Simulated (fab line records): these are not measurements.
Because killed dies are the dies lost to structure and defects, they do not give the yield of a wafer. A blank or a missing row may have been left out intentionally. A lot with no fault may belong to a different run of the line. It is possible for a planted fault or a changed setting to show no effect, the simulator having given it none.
fab line records	flow n5-finfet
record: lots: 10	wafers: 30	last-day: 17
route steps=1938 shown BEOL_M2@901 BEOL_M4@1095 PASSIVATION@1936
lots that met no fault: taken from a fault-free run of the same line
start-h: the number of hours between the record's first day and the start of the first shown wafer of the lot	wait-h: hours from the lot's prior step to this one	" as in the row above	L1.1+2: several wafers, shown together as one row	- no value, or no start was given	* or withheld: withheld	< > ~ a bound
route shown NAME@n: a module of which the file shows steps, and the number in the route of the first	usual: mean/standard deviation of fault-free wafers	same: alike in all rows	chamber/n: place in a boat	sites: each site's reading	_std_site: their standard deviation	_edge_site: inner sites' mean taken away from outer sites' mean	radius-mm: for every site, how far away it sits from the centre of the wafer	mask NAME#n: copy n	behind: tool/chamber where the wafer was last shaped	hold: what put the lot on hold/how long, in hours/how the hold closed	device: transistor that didn't switch, given as n, p or np	end of line: the tests these same wafers got at the end of their route	where a step has no rows: the recipe by itself	killed: dies that structure and defects cost at the first sort, which is not the same as the wafer's yield	map: per-die view of a wafer (x killed, . not killed, _ where there is no die)
set.NAME: the setting that was run; set.NAME@STEP: the one run at that earlier step	model.NAME: the simulator's own value behind a step, which no gauge read
a sample of lots followed through the steps of the route, with each step as a table and each wafer as a row
services: from which hour (start-h, from the record's first day; less than 0 if before it) a tool's chamber was out of use, for how many hours, and why
== steps ==
step: N5_BEOL_M2_ALD_84
recipe: material: TaN	target-thk-a: *	temp-c: 275	ald-precursor-family: PDMAT	ald-co-reactant: NH3	pressure-torr: 3	carrier-flow-sccm: 1500	pulse-time-s: 2	purge-time-s: 3	co-reactant-purge-time-s: 2	co-reactant-pulse-time-s: 3	ald-cycles: 30	precursor-vessel-temp-c: 75	precursor-vessel-pressure-torr: 26.25	precursor-vessel-carrier-sccm: 1000
usual: heater-power-w: 429/40	precursor-vessel-pressure-torr: 26.24/0.056
lot.wafer	tool	chamber	start-h	wait-h	heater-power-w	precursor-vessel-pressure-torr	since-wet-clean-h
L141.1	ald-metal-04	0	151.88	0.0	404	26.17	1353
L141.3	"	3	"	"	436	26.17	1353
L141.4	"	1	"	"	432	26.36	1353
L142.1	ald-metal-02	3	164.41	0.0	514	26.26	4443
L142.3	"	0	"	"	435	26.28	4443
L142.6	"	0	"	"	432	26.21	-
L146.2	ald-metal-02	1	181.42	0.0	373	26.26	4460
L146.4	"	0	"	"	441	26.18	4460
L146.5	"	3	"	"	504	26.26	-
L147.1	ald-metal-02	1	185.39	0.1	370	26.22	4464
L147.4	"	0	"	"	444	26.21	4464
L147.5	"	1	"	"	375	26.20	-
L153.2	ald-metal-02	3	223.98	0.0	513	26.20	4502
L153.3	"	0	"	"	442	26.29	4502
L153.5	"	2	"	"	426	26.29	-
L155.1	ald-metal-04	0	233.34	0.2	398	26.21	1435
L155.5	"	2	"	"	423	26.34	-
L155.6	"	3	"	"	434	26.22	-
L154.1	ald-metal-04	0	246.72	0.0	393	26.26	1448
L154.4	"	2	"	"	428	26.04	1448
L154.5	"	1	"	"	445	26.30	-
L158.3	ald-metal-04	1	252.30	0.0	433	26.31	1454
L158.4	"	0	"	"	408	26.28	1454
L158.6	"	2	"	"	419	26.16	-
L159.3	ald-metal-04	3	258.65	0.0	430	26.25	1460
L159.4	"	1	"	"	435	26.25	1460
L159.6	"	0	"	"	403	26.22	-
L160.1	ald-metal-01	0	269.29	0.0	414	26.30	3009
L160.5	"	1	"	"	370	26.25	-
L160.6	"	2	"	"	355	26.29	-
step: N5_BEOL_M4_ANNEAL_91
recipe: temp-c: 400	time-s: 240	ambient: vacuum
usual: heater-power-w: 825/99
lot.wafer	tool	chamber	start-h	wait-h	heater-power-w
L141.1	pvd-sputter-01	-	178.81	0.0	762
L141.3	"	-	"	"	803
L141.4	"	-	"	"	915
L142.1	pvd-sputter-03	-	192.45	0.0	892
L142.3	"	-	"	"	758
L142.6	"	-	"	"	948
L146.2	pvd-sputter-03	-	214.84	0.0	711
L146.4	"	-	"	"	860
L146.5	"	-	"	"	766
L147.1	pvd-sputter-02	-	215.08	0.0	1045
L147.4	"	-	"	"	772
L147.5	"	-	"	"	1063
L153.2	pvd-sputter-01	-	253.94	0.0	777
L153.3	"	-	"	"	933
L153.5	"	-	"	"	799
L155.1	pvd-sputter-03	-	258.67	0.0	689
L155.5	"	-	"	"	891
L155.6	"	-	"	"	753
L154.1	pvd-sputter-03	-	265.96	0.0	952
L154.4	"	-	"	"	734
L154.5	"	-	"	"	678
L159.3	pvd-sputter-01	-	284.27	0.0	952
L159.4	"	-	"	"	798
L159.6	"	-	"	"	934
L158.3	pvd-sputter-01	-	291.15	0.0	766
L158.4	"	-	"	"	798
L158.6	"	-	"	"	783
L160.1	pvd-sputter-02	-	301.92	0.0	790
L160.5	"	-	"	"	1078
L160.6	"	-	"	"	742
step: N5_BEOL_M4_SPUTTER_92
recipe: material: Cu	target-thk-a: 45	temp-c: -20	chamber-pressure-pa: 0.07	power-w: withheld	time-s: 8.29
usual: chamber-pressure-pa: 0.07001/0.00015	substrate-temp-c: -20.02/0.1	throttle-valve-pct: 30.4/1.4
lot.wafer	tool	chamber	start-h	wait-h	chamber-pressure-pa	substrate-temp-c	throttle-valve-pct
L141.1	pvd-sputter-01	-	178.95	0.1	0.07019	-19.91	28.5
L141.3	"	-	"	"	0.06996	-19.96	30.3
L141.4	"	-	"	"	0.06994	-19.95	31.3
L142.1	pvd-sputter-03	-	192.59	0.1	0.07015	-20.02	32.1
L142.3	"	-	"	"	0.06986	-19.99	28.5
L142.6	"	-	"	"	0.0701	-19.88	28.7
L146.2	pvd-sputter-03	-	214.98	0.1	0.06997	-20.06	31.5
L146.4	"	-	"	"	0.07023	-20.08	31.9
L146.5	"	-	"	"	0.07012	-20.04	28.5
L147.1	pvd-sputter-02	-	215.22	0.1	0.06994	-20.01	30.8
L147.4	"	-	"	"	0.06992	-20.23	29.1
L147.5	"	-	"	"	0.07011	-20.02	30.7
L153.2	pvd-sputter-01	-	254.08	0.1	0.07001	-19.90	30.0
L153.3	"	-	"	"	0.06979	-20.20	31.5
L153.5	"	-	"	"	0.07009	-20.00	32.1
L155.1	pvd-sputter-03	-	258.81	0.1	0.0702	-19.89	31.6
L155.5	"	-	"	"	0.07017	-19.92	31.9
L155.6	"	-	"	"	0.06975	-20.07	28.5
L154.1	pvd-sputter-03	-	266.10	0.1	0.07009	-20.08	28.8
L154.4	"	-	"	"	0.06994	-20.00	28.5
L154.5	"	-	"	"	0.06993	-20.05	31.4
L159.3	pvd-sputter-01	-	284.41	0.1	0.0699	-20.17	31.5
L159.4	"	-	"	"	0.06974	-19.93	31.8
L159.6	"	-	"	"	0.06998	-20.15	31.6
L158.3	pvd-sputter-01	-	291.29	0.1	0.06985	-20.13	28.1
L158.4	"	-	"	"	0.0703	-20.12	30.1
L158.6	"	-	"	"	0.07025	-20.20	30.1
L160.1	pvd-sputter-02	-	302.06	0.1	0.07051	-19.85	30.3
L160.5	"	-	"	"	0.07004	-20.07	30.8
L160.6	"	-	"	"	0.07001	-19.85	29.1
step: N5_BEOL_M4_ANNEAL_51
recipe: temp-c: 225	time-s: 90	ambient: N2
usual: wafer_temp_C_max: 225.67/0.24
lot.wafer	tool	chamber	start-h	wait-h	wafer_temp_C_max
L141.1	rtp-anneal-01	0	182.56	3.0	225.74
L141.3	"	0	"	"	225.33
L141.4	"	0	"	"	225.40
L142.1	rtp-anneal-02	0	193.23	0.1	225.62
L142.3	"	0	"	"	225.87
L142.6	"	0	"	"	225.91
L146.2	rtp-anneal-02	0	215.66	0.1	225.94
L146.4	"	0	"	"	225.92
L146.5	"	0	"	"	225.69
L147.1	rtp-anneal-02	0	215.89	0.1	226.19
L147.4	"	0	"	"	225.73
L147.5	"	0	"	"	225.75
L153.2	rtp-anneal-01	0	254.95	0.3	225.80
L153.3	"	0	"	"	225.77
L153.5	"	0	"	"	225.83
L155.1	rtp-anneal-01	0	259.48	0.1	225.77
L155.5	"	0	"	"	225.39
L155.6	"	0	"	"	225.59
L154.1	rtp-anneal-01	0	266.73	0.1	225.55
L154.4	"	0	"	"	225.83
L154.5	"	0	"	"	225.68
L159.3	rtp-anneal-01	0	285.22	0.2	225.42
L159.4	"	0	"	"	225.61
L159.6	"	0	"	"	225.70
L158.3	rtp-anneal-01	0	292.02	0.1	225.68
L158.4	"	0	"	"	225.20
L158.6	"	0	"	"	225.64
L160.1	rtp-anneal-02	0	303.06	0.4	225.89
L160.5	"	0	"	"	225.72
L160.6	"	0	"	"	225.86
step: N5_BEOL_M4_RC_MEAS_101
usual: COMB_M2_max_site: 8.2e-11/1.7e-11	DIBL_N: 35.7/1.5	DIBL_P: 35.7/2	IOFF_N: 0.155/0.026	IOFF_P: 0.20/0.031	ION_N: 675/11	ION_P: 462/7.1	SS_N: 71.3/0.57	SS_P: 73.1/0.56	VT_N: 250/3	VT_P: -251/3
lot.wafer	tool	chamber	start-h	wait-h	COMB_M2_max_site[S/m]	DIBL_N[mV/V]	DIBL_P[mV/V]	IOFF_N[nA/um]	IOFF_P[nA/um]	ION_N[uA/um]	ION_P[uA/um]	SS_N[mV/dec]	SS_P[mV/dec]	VT_N[mV]	VT_P[mV]
L141.1	prober-01	0	185.28	0.0	8.6e-11	37.9	38.4	0.208	0.24	696	472	72.1	73.4	245	-247
L141.3	"	0	"	"	7.6e-11	37.5	37.2	0.182	0.23	671	461	71.8	73.3	247	-248
L141.4	"	0	"	"	8e-11	35.9	36.3	0.166	0.22	688	474	70.9	73.4	247	-249
L142.1	prober-02	0	194.13	0.0	9.1e-11	34.0	33.8	0.141	0.19	683	462	71.2	72.1	250	-250
L142.3	"	0	"	"	6.6e-11	36.0	37.2	0.186	0.26	685	468	71.9	73.3	245	-246
L142.6	"	0	"	"	1.03e-10	33.7	33.5	0.142	0.19	678	465	70.4	72.3	249	-250
L146.2	prober-01	0	216.71	0.2	7.8e-11	36.2	37.5	0.178	0.24	685	470	71.6	72.9	246	-247
L146.4	"	0	"	"	1.37e-10	37.4	38.2	0.200	0.24	684	469	71.5	73.6	245	-246
L146.5	"	0	"	"	7.1e-11	35.3	36.8	0.169	0.22	686	475	70.8	72.9	247	-250
L147.1	prober-01	0	217.48	0.7	2.54e-10	34.3	34.2	0.123	0.16	676	456	71.0	73.0	253	-253
L147.4	"	0	"	"	5.7e-11	31.8	31.0	0.089	0.13	667	460	70.7	72.3	259	-258
L147.5	"	0	"	"	2.27e-10	32.5	31.7	0.099	0.13	658	453	70.8	71.9	257	-258
L153.2	prober-02	0	255.97	0.2	6.9e-11	40.4	41.2	0.250	0.28	700	466	72.0	74.0	243	-248
L153.3	"	0	"	"	7.3e-11	35.7	35.2	0.151	0.19	672	460	70.9	72.9	250	-254
L153.5	"	0	"	"	1e-10	37.5	37.8	0.180	0.21	685	466	71.6	73.3	250	-252
L155.1	prober-02	0	260.39	0.0	7.6e-11	37.2	36.8	0.162	0.21	670	459	71.5	73.0	253	-248
L155.5	"	0	"	"	9.7e-11	37.9	38.4	0.173	0.23	679	462	71.5	73.5	250	-249
L155.6	"	0	"	"	6.9e-11	36.4	36.6	0.152	0.21	672	456	72.0	72.5	251	-250
L154.1	prober-02	0	267.64	0.0	8.5e-11	34.9	35.7	0.146	0.18	680	461	70.7	72.8	249	-250
L154.4	"	0	"	"	6.1e-11	35.6	35.3	0.153	0.18	667	459	70.9	73.2	250	-250
L154.5	"	0	"	"	7.8e-11	35.3	36.2	0.148	0.20	676	465	70.3	73.6	250	-252
L159.3	prober-01	0	286.34	0.3	8.9e-11	34.8	33.1	0.112	0.18	654	458	71.0	72.4	255	-251
L159.4	"	0	"	"	6e-11	36.9	36.3	0.160	0.23	682	474	71.2	73.0	248	-247
L159.6	"	0	"	"	7.3e-11	36.3	35.8	0.146	0.22	679	468	71.5	72.6	250	-249
L158.3	prober-02	0	293.25	0.3	6.8e-11	33.4	34.3	0.121	0.14	668	450	71.4	72.9	253	-256
L158.4	"	0	"	"	8.1e-11	34.1	34.8	0.133	0.15	677	455	71.6	72.9	250	-257
L158.6	"	0	"	"	9e-11	34.6	35.3	0.136	0.15	677	456	71.7	72.8	250	-258
L160.1	prober-01	0	305.37	0.0	8.6e-11	34.4	34.9	0.137	0.18	666	456	71.0	72.7	251	-253
L160.5	"	0	"	"	1.18e-10	33.9	34.4	0.128	0.18	659	456	71.1	72.4	252	-255
L160.6	"	0	"	"	7.1e-11	36.7	37.3	0.166	0.21	675	459	71.2	73.2	250	-253
step: N5_PASSIVATION_PROBE_49
usual: defect-limited-yield: 91.4/1.5	killed_at_M0_to_M3: 34/10	killed_at_M4_up: 15/6	killed-at-contacts: 12/6	killed-at-front-end: 37/11	killed-at-other: 3.3/2.8	killed-dies: 101/18	killed-on-rim: 14/4.4	killed-open: 66/14	killed-short: 33/7.8	sort_bin_4_leakage: 0/0	sort_bin_5_function: 5.0/0.97	sort_bin_6_memory: 3.2/0.72	sort-n-pass: 1079/18	sort-yield-pct: 91.4/1.5
same: gross-dies: 1180	killed-at-back-side: 0	sort_bin_8_speed[%]: 0
lot.wafer	tool	chamber	start-h	wait-h	defect-limited-yield[%]	killed_at_M0_to_M3	killed_at_M4_up	killed-at-contacts	killed-at-front-end	killed-at-other	killed-dies	killed-on-rim	killed-open	killed-short	sort_bin_4_leakage[%]	sort_bin_5_function[%]	sort_bin_6_memory[%]	sort-n-pass	sort-yield-pct[%]
L141.1	prober-02	-	302.29	0.0	91.4	32	8	19	40	2	101	7	64	36	0	4.9	3.4	1079	91.4
L141.3	prober-02	-	302.39	0.1	90.7	25	18	22	38	7	110	24	68	33	0	5.2	3.5	1070	90.7
L141.4	prober-02	-	302.44	0.2	91.4	23	10	15	47	6	101	17	62	38	0	4.6	3.6	1079	91.4
L142.1	prober-01	-	303.00	0.0	92.1	39	9	10	33	2	93	9	55	36	0	4.6	3.0	1087	92.1
L142.3	prober-01	-	303.10	0.1	91.9	41	13	6	31	4	95	10	69	25	0	4.3	3.1	1085	91.9
L142.6	prober-01	-	303.25	0.3	92.2	28	6	7	45	6	92	12	58	34	0	4.7	2.9	1088	92.2
L146.2	prober-02	-	321.89	0.1	91.9	39	11	21	25	0	96	6	58	36	0	4.7	2.9	1084	91.9
L146.4	prober-02	-	321.99	0.2	89.5	54	11	15	40	4	124	14	80	43	0	6.8	3.3	1056	89.5
L146.5	prober-02	-	322.04	0.2	91.0	48	18	18	20	2	106	10	74	31	0	5.3	3.2	1074	91.0
L147.1	prober-02	-	330.86	0.0	89.4	50	23	16	35	1	125	27	76	23	1.95	4.6	3.9	1055	89.4
L147.4	prober-02	-	331.01	0.2	92.2	32	13	18	24	5	92	10	71	20	0	4.4	3.1	1088	92.2
L147.5	prober-02	-	331.06	0.2	90.5	56	12	18	25	1	112	37	66	22	1.95	4.5	2.7	1068	90.5
L153.2	prober-01	-	363.90	0.1	94.2	18	15	13	23	0	69	9	48	21	0	3.3	2.4	1111	94.2
L153.3	prober-01	-	363.95	0.1	87.8	43	22	27	52	0	144	15	110	34	0	7.3	4.7	1036	87.8
L153.5	prober-01	-	364.05	0.2	92.5	20	10	10	48	1	89	12	57	30	0	4.8	2.5	1091	92.5
L155.1	prober-02	-	369.37	0.0	90.8	34	13	27	33	2	109	12	83	26	0	5.0	4.0	1071	90.8
L155.5	prober-02	-	369.57	0.2	89.2	38	19	12	52	6	127	14	83	43	0	6.4	4.1	1053	89.2
L155.6	prober-02	-	369.62	0.3	89.0	46	26	15	37	6	130	25	91	38	0	7.2	3.6	1050	89.0
L159.3	prober-02	-	385.96	0.1	92.0	33	3	16	41	1	94	11	65	29	0	5.1	2.7	1086	92.0
L159.4	prober-02	-	386.01	0.2	90.0	36	13	25	37	7	118	13	70	48	0	5.8	3.5	1062	90.0
L159.6	prober-02	-	386.11	0.3	90.1	30	14	13	57	3	117	18	80	37	0	5.5	4.1	1063	90.1
L154.1	prober-02	-	386.45	0.0	87.9	55	34	6	43	5	143	16	82	54	0	6.6	4.6	1037	87.9
L154.4	prober-02	-	386.60	0.2	91.1	47	20	4	31	3	105	15	66	37	0	5.1	3.5	1075	91.1
L154.5	prober-02	-	386.65	0.2	91.0	45	21	6	34	0	106	16	73	33	0	4.7	3.7	1074	91.0
L158.3	prober-01	-	400.76	0.1	93.2	20	5	14	40	1	80	11	47	24	0	3.8	1.9	1100	93.2
L158.4	prober-01	-	400.81	0.2	89.8	54	9	19	38	0	120	15	84	35	0	4.8	5.0	1060	89.8
L158.6	prober-01	-	400.91	0.3	89.6	35	16	27	43	2	123	24	76	40	0	5.5	4.0	1057	89.6
L160.1	prober-02	-	411.45	0.0	91.8	26	11	10	47	3	97	12	54	37	0	4.7	2.5	1083	91.8
L160.5	prober-02	-	411.65	0.2	91.9	19	16	9	51	1	96	14	61	31	0	4.4	3.6	1084	91.9
L160.6	prober-02	-	411.70	0.3	91.8	34	12	13	38	0	97	8	63	31	0	4.7	3.3	1083	91.8
killed by level:class
L141.1 MOL_CONTACT_COAG:geometric-particle:open=12 BEOL_M0_SAQP:geometric-particle:short=9 FIN_SAQP:geometric-particle:open=8 STI_FIN_REVEAL:geometric-particle:open=7 MOL_CONTACT_COAG:geometric-particle:short=7 BEOL_M0_SAQP:geometric-particle:open=6 SPACER0:geometric-particle:open=5 BEOL_M2:geometric-particle:open=4
L141.3 MOL_CONTACT_COAG:geometric-particle:open=18 FIN_SAQP:geometric-particle:open=9 BEOL_M3:geometric-particle:open=6 BEOL_M0_SAQP:geometric-particle:short=5 HKMG_FIN:area-etch=5 FIN_SAQP:geometric-particle:short=4 STI_FIN_REVEAL:geometric-particle:open=4 DUMMY_GATE:geometric-particle:open=4
L141.4 MOL_CONTACT_COAG:geometric-particle:open=14 FIN_SAQP:geometric-particle:open=8 STI_FIN_REVEAL:geometric-particle:open=8 FIN_SAQP:geometric-particle:short=7 GATE_CUT:geometric-particle:short=6 BEOL_M0_SAQP:geometric-particle:short=6 SPACER0:geometric-particle:short=5 BEOL_M4:geometric-particle:open=5
L142.1 BEOL_M0_SAQP:geometric-particle:short=10 MOL_CONTACT_COAG:geometric-particle:open=9 ILD0:geometric-particle:short=8 BEOL_M0_SAQP:geometric-particle:open=6 ILD0:geometric-particle:open=5 BEOL_M1:geometric-particle:short=5 BEOL_M3:geometric-particle:open=5 BEOL_M1:geometric-particle:open=4
L142.3 BEOL_M0_SAQP:geometric-particle:open=13 BEOL_M1:geometric-particle:open=10 FIN_SAQP:geometric-particle:open=8 BEOL_M4:geometric-particle:open=6 BEOL_M6:geometric-particle:open=5 FIN_SAQP:geometric-particle:short=4 DUMMY_GATE:geometric-particle:open=4 BEOL_M0_SAQP:geometric-particle:short=4
L142.6 BEOL_M0_SAQP:geometric-particle:open=10 FIN_SAQP:geometric-particle:short=8 FIN_SAQP:geometric-particle:open=7 MOL_CONTACT_COAG:geometric-particle:open=6 STI_FIN_REVEAL:geometric-particle:open=5 GATE_CUT:geometric-particle:short=5 GATE_CUT:geometric-particle:open=5 BEOL_M0_SAQP:geometric-particle:short=5
L146.2 MOL_CONTACT_COAG:geometric-particle:open=16 BEOL_M0_SAQP:geometric-particle:open=14 BEOL_M0_SAQP:geometric-particle:short=11 BEOL_M1:geometric-particle:open=7 MOL_CONTACT_COAG:geometric-particle:short=5 STARTING-WAFER:geometric-particle:short=5 FIN_SAQP:geometric-particle:open=4 BEOL_M3:geometric-particle:open=4
L146.4 BEOL_M0_SAQP:geometric-particle:open=16 MOL_CONTACT_COAG:geometric-particle:open=13 FIN_SAQP:geometric-particle:open=10 BEOL_M0_SAQP:geometric-particle:short=10 BEOL_M1:geometric-particle:open=9 DUMMY_GATE:geometric-particle:open=6 BEOL_M0:geometric-particle:short=6 BEOL_M3:geometric-particle:open=6
L146.5 MOL_CONTACT_COAG:geometric-particle:open=11 BEOL_M0_SAQP:geometric-particle:short=11 BEOL_M2:geometric-particle:open=10 DUMMY_GATE:geometric-particle:open=9 BEOL_M0_SAQP:geometric-particle:open=8 MOL_CONTACT_COAG:geometric-particle:short=7 BEOL_M1:geometric-particle:open=7 BEOL_M4:geometric-particle:open=7
L147.1 M2:area-ald=23 MOL_CONTACT_COAG:geometric-particle:open=15 DUMMY_GATE:geometric-particle:open=10 BEOL_M4:geometric-particle:open=10 GATE_CUT:geometric-particle:short=5 BEOL_M0_SAQP:geometric-particle:short=5 BEOL_M2:geometric-particle:open=5 FIN_SAQP:geometric-particle:open=4
L147.4 MOL_CONTACT_COAG:geometric-particle:open=16 BEOL_M1:geometric-particle:open=7 BEOL_M2:geometric-particle:open=7 STI_FIN_REVEAL:geometric-particle:open=6 BEOL_M0_SAQP:geometric-particle:short=6 BEOL_M4:geometric-particle:open=6 FIN_SAQP:geometric-particle:open=5 BEOL_M0_SAQP:geometric-particle:open=5
L147.5 M2:area-ald=23 MOL_CONTACT_COAG:geometric-particle:open=16 BEOL_M1:geometric-particle:open=8 BEOL_M0_SAQP:geometric-particle:open=7 BEOL_M4:geometric-particle:open=5 BEOL_M3:geometric-particle:open=5 GATE_CUT:geometric-particle:open=4 GATE_CUT:geometric-particle:short=4
L153.2 MOL_CONTACT_COAG:geometric-particle:open=10 BEOL_M4:geometric-particle:open=7 STI_FIN_REVEAL:geometric-particle:open=5 STARTING-WAFER:geometric-particle:short=5 DUMMY_GATE:geometric-particle:open=4 BEOL_M2:geometric-particle:open=4 STARTING-WAFER:geometric-particle:open=4 MOL_CONTACT_COAG:geometric-particle:short=3
L153.3 MOL_CONTACT_COAG:geometric-particle:open=25 STI_FIN_REVEAL:geometric-particle:open=16 FIN_SAQP:geometric-particle:open=13 BEOL_M2:geometric-particle:open=10 FIN_SAQP:geometric-particle:short=9 BEOL_M3:geometric-particle:open=9 BEOL_M0_SAQP:geometric-particle:short=8 BEOL_M4:geometric-particle:open=7
L153.5 STI_FIN_REVEAL:geometric-particle:open=16 MOL_CONTACT_COAG:geometric-particle:open=8 STARTING-WAFER:geometric-particle:short=7 FIN_SAQP:geometric-particle:open=6 BEOL_M3:geometric-particle:open=6 BEOL_M2:geometric-particle:open=5 FIN_SAQP:geometric-particle:short=4 GATE_CUT:geometric-particle:open=4
L155.1 MOL_CONTACT_COAG:geometric-particle:open=21 BEOL_M3:geometric-particle:open=10 STI_FIN_REVEAL:geometric-particle:open=8 FIN_SAQP:geometric-particle:open=6 MOL_CONTACT_COAG:geometric-particle:short=6 BEOL_M0_SAQP:geometric-particle:open=6 BEOL_M2:geometric-particle:open=5 BEOL_M1:geometric-particle:open=5
L155.5 BEOL_M4:geometric-particle:open=14 FIN_SAQP:geometric-particle:open=10 BEOL_M0_SAQP:geometric-particle:open=9 BEOL_M1:geometric-particle:open=9 MOL_CONTACT_COAG:geometric-particle:open=8 FIN_SAQP:geometric-particle:short=7 STI_FIN_REVEAL:geometric-particle:open=7 DUMMY_GATE:geometric-particle:open=5
L155.6 BEOL_M4:geometric-particle:open=17 BEOL_M0_SAQP:geometric-particle:open=11 BEOL_M3:geometric-particle:open=11 MOL_CONTACT_COAG:geometric-particle:open=10 GATE_CUT:geometric-particle:short=6 FIN_SAQP:geometric-particle:open=5 STI_FIN_REVEAL:geometric-particle:open=5 DUMMY_GATE:geometric-particle:open=5
L159.3 FIN_SAQP:geometric-particle:open=14 MOL_CONTACT_COAG:geometric-particle:open=12 BEOL_M3:geometric-particle:open=12 DUMMY_GATE:geometric-particle:open=8 BEOL_M0_SAQP:geometric-particle:open=7 FIN_SAQP:geometric-particle:short=5 BEOL_M0_SAQP:geometric-particle:short=5 MOL_CONTACT_COAG:geometric-particle:short=4
L159.4 MOL_CONTACT_COAG:geometric-particle:open=21 BEOL_M0_SAQP:geometric-particle:short=13 BEOL_M4:geometric-particle:open=10 GATE_CUT:geometric-particle:short=9 BEOL_M0_SAQP:geometric-particle:open=7 FIN_SAQP:geometric-particle:open=5 STI_FIN_REVEAL:geometric-particle:open=5 FIN_SAQP:geometric-particle:short=4
L159.6 FIN_SAQP:geometric-particle:open=18 MOL_CONTACT_COAG:geometric-particle:open=10 BEOL_M0_SAQP:geometric-particle:open=9 GATE_CUT:geometric-particle:short=9 BEOL_M3:geometric-particle:open=9 FIN_SAQP:geometric-particle:short=6 STI_FIN_REVEAL:geometric-particle:open=6 BEOL_M0_SAQP:geometric-particle:short=5
L154.1 BEOL_M0_SAQP:geometric-particle:short=16 BEOL_M2:geometric-particle:open=14 BEOL_M4:geometric-particle:open=14 BEOL_M0_SAQP:geometric-particle:open=12 FIN_SAQP:geometric-particle:short=9 FIN_SAQP:geometric-particle:open=6 ILD0:geometric-particle:open=5 BEOL_M4:geometric-particle:short=5
L154.4 BEOL_M2:geometric-particle:open=19 BEOL_M0_SAQP:geometric-particle:short=12 BEOL_M0_SAQP:geometric-particle:open=7 BEOL_M5:geometric-particle:open=7 FIN_SAQP:geometric-particle:short=6 DUMMY_GATE:geometric-particle:open=5 GATE_CUT:geometric-particle:open=4 BEOL_M2:geometric-particle:short=4
L154.5 BEOL_M0_SAQP:geometric-particle:open=12 BEOL_M0_SAQP:geometric-particle:short=11 BEOL_M2:geometric-particle:open=11 DUMMY_GATE:geometric-particle:open=9 FIN_SAQP:geometric-particle:short=7 FIN_SAQP:geometric-particle:open=7 BEOL_M4:geometric-particle:open=7 MOL_CONTACT_COAG:geometric-particle:open=5
L158.3 MOL_CONTACT_COAG:geometric-particle:open=12 HKMG_FIN:area-etch=9 FIN_SAQP:geometric-particle:open=7 BEOL_M2:geometric-particle:open=6 FIN_SAQP:geometric-particle:short=5 ILD0:geometric-particle:open=5 BEOL_M0_SAQP:geometric-particle:open=4 BEOL_M1:geometric-particle:open=4
L158.4 MOL_CONTACT_COAG:geometric-particle:open=13 BEOL_M3:geometric-particle:open=13 FIN_SAQP:geometric-particle:short=10 BEOL_M2:geometric-particle:open=9 FIN_SAQP:geometric-particle:open=8 BEOL_M0_SAQP:geometric-particle:short=8 BEOL_M1:geometric-particle:open=7 MOL_CONTACT_COAG:geometric-particle:short=6
L158.6 MOL_CONTACT_COAG:geometric-particle:open=18 FIN_SAQP:geometric-particle:open=11 MOL_CONTACT_COAG:geometric-particle:short=9 FIN_SAQP:geometric-particle:short=8 BEOL_M1:geometric-particle:open=7 BEOL_M0_SAQP:geometric-particle:short=7 HKMG_FIN:area-etch=7 BEOL_M2:geometric-particle:open=6
L160.1 BEOL_M2:geometric-particle:open=9 DUMMY_GATE:geometric-particle:open=8 FIN_SAQP:geometric-particle:short=7 STI_FIN_REVEAL:geometric-particle:short=7 MOL_CONTACT_COAG:geometric-particle:open=7 GATE_CUT:geometric-particle:open=6 STI_FIN_REVEAL:geometric-particle:open=6 HKMG_FIN:area-etch=5
L160.5 FIN_SAQP:geometric-particle:short=16 BEOL_M2:geometric-particle:open=11 FIN_SAQP:geometric-particle:open=6 GATE_CUT:geometric-particle:short=6 DUMMY_GATE:geometric-particle:open=6 MOL_CONTACT_COAG:geometric-particle:open=6 BEOL_M4:geometric-particle:open=5 BEOL_M6:geometric-particle:open=5
L160.6 MOL_CONTACT_COAG:geometric-particle:open=12 STI_FIN_REVEAL:geometric-particle:open=10 BEOL_M0_SAQP:geometric-particle:short=8 BEOL_M2:geometric-particle:open=8 STARTING-WAFER:geometric-particle:short=6 FIN_SAQP:geometric-particle:open=5 DUMMY_GATE:geometric-particle:open=5 BEOL_M4:geometric-particle:open=5
== services ==
tool	chamber	start-h	hours	kind
ald-metal-01	-	138.82	1.0	repair
ald-metal-01	0	143.84	7.9	repair
pvd-sputter-03	-	144.93	4.2	repair
pvd-sputter-03	-	178.36	1.0	repair
ald-metal-02	1	186.68	37.3	repair
ald-metal-01	1	197.34	11.4	repair
ald-metal-04	3	292.83	2.8	repair
== key ==
first-sign: step: N5_BEOL_M4_RC_MEAS_101	reading: COMB_M2_max_site	direction: up	sigmas: 9.1	usual: 8.2e-11	struck: 2.4e-10
effect: step: N5_PASSIVATION_PROBE_49	reading: sort_bin_4_leakage	direction: up	sigmas: 23	usual: 0	struck: 1.95
met-at N5_BEOL_M2_ALD_84
struck-lots L147
struck-wafers L147.1,L147.5
not-acting-at N5_BEOL_M4_ANNEAL_91,N5_BEOL_M4_SPUTTER_92,N5_BEOL_M4_ANNEAL_51
onset-between 181.42 185.39
fault: kind: site-profile-drift	tool: ald-metal-02	chamber: 1	onset-h: 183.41	steps: N5_BEOL_M2_ALD_84	basis: fraction	max-abs-drift: 0.35786	slope-share-per-hr: 79.523	site-pattern: 0,0,0,0,0,-1,-1,-1,-1
